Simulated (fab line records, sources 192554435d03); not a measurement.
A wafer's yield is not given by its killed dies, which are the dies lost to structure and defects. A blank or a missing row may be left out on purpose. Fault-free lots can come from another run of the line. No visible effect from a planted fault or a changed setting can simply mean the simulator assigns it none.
Chamber matching | flow n5_finfet | 3 sister chambers for N5_BEOL_M8_CURE_74 on uv_cure-03
The step cures SiCOH lowk, time 240 s. 6 wafers are shown with their chamber, then 12 later ones without.

## EACH WAFER AND ITS CHAMBER
wafer  | chamber | wafer_temp_C_max | lamp_power_pct (%)
L081.5 | 0       | 387.5            | 52.30
L081.6 | 0       | 387.6            | 52.41
L088.4 | 1       | 386.7            | 52.35
L088.5 | 1       | 387.8            | 52.34
L087.3 | 2       | 386.1            | 52.33
L087.6 | 2       | 386.4            | 52.37

## WAFERS WITH NO CHAMBER GIVEN
wafer  | wafer_temp_C_max | lamp_power_pct (%)
L089.4 | 386.9            | 52.32
L089.5 | 386.9            | 52.33
L089.6 | 387.4            | 52.26
L091.3 | 387.4            | 52.31
L091.5 | 386.7            | 52.35
L091.6 | 386.4            | 52.24
L092.2 | 386.5            | 52.26
L092.3 | 386.6            | 52.24
L092.6 | 386.8            | 52.30
L097.2 | 386.8            | 52.42
L097.3 | 387.1            | 52.22
L097.5 | 387.7            | 52.32

## THE CHAMBER EACH PASSED THROUGH
wafer  | from the rows above          | in truth
L089.4 | can't be placed: 1 or 2 or 0 | 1
L089.5 | can't be placed: 1 or 2 or 0 | 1
L089.6 | can't be placed: 1 or 0 or 2 | 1
L091.3 | can't be placed: 1 or 0 or 2 | 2
L091.5 | can't be placed: 2 or 1 or 0 | 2
L091.6 | can't be placed: 2 or 1 or 0 | 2
L092.2 | can't be placed: 2 or 1 or 0 | 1
L092.3 | can't be placed: 2 or 1 or 0 | 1
L092.6 | can't be placed: 1 or 2 or 0 | 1
L097.2 | can't be placed: 1 or 2 or 0 | 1
L097.3 | can't be placed: 1 or 0 or 2 | 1
L097.5 | can't be placed: 0 or 1      | 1
Placed correctly: 0 of 12. Can't be placed from these rows: 12 (the true chamber is among the candidates in 12). Wrongly placed: 0.
How it was worked out, from the rows above alone: a wafer's distance from a chamber is the root of the sum, over the readings, of the square of ((its reading less the chamber's mean) divided by the reading's scatter). If the next closest chamber is less than 2 further off than the closest, the wafer can't be placed; otherwise it belongs to the closest. A chamber's mean is the mean of its shown wafers. The scatter is the square root of a quotient: the sum, over the shown wafers, of each reading's squared deviation from its chamber's mean, divided by wafers minus chambers.
